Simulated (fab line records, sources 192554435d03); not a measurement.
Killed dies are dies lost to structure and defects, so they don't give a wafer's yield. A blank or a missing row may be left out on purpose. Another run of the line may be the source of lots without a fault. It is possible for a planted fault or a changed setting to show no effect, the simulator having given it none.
What tool caused it?    flow n5-finfet    30 wafers sampled from 10 lots at 1 step of a route of 1938

## WHAT EACH GAUGE READ, for each wafer
N5_BEOL_M9_INSPECT_58: inspects for defects (darkfield).
lot   measured      on                 raw-defect-count
L510  day 12 09:12  defect-inspect-01  87 56 95
L511  day 12 21:53  defect-inspect-01  57 64 41
L517  day 13 17:14  defect-inspect-01  98 83 69
L519  day 14 01:04  defect-inspect-02  55 71 91
L520  day 14 18:37  defect-inspect-01  58 55 83
L522  day 15 05:33  defect-inspect-01  60 89 75
L528  day 16 13:52  defect-inspect-01  52 31 54
L526  day 16 23:00  defect-inspect-01  44 49 89
L531  day 17 16:58  defect-inspect-02  50 69 62
L532  day 18 08:27  defect-inspect-01  46 41 57

## TOOL THAT RAN EACH LOT (tool first, then ch and the chambers of the sampled wafers, then the start)
The record shows no process step preceding these readings.

## THE ANSWER, worked out from the rows above alone
Rule: what is usual is taken from the lots themselves. The widest of any qualifying gaps counts: lots, ordered by their means at a reading, are off when they make up no more than a third of the lots, leave a main group of 4 or more, and stand apart from it by 3 or more times the standard deviation of that group's means. Not used: any main group whose means are identical at the precision the tables above print for the reading. Also off: a lot with no number at a reading for which 4 or more lots have one. Where the step has rows for the other lots, those lots are counted as sound.
None of the lots is off at any reading shown; this tells nothing.

## WHAT THE SIMULATOR HAD PUT IN
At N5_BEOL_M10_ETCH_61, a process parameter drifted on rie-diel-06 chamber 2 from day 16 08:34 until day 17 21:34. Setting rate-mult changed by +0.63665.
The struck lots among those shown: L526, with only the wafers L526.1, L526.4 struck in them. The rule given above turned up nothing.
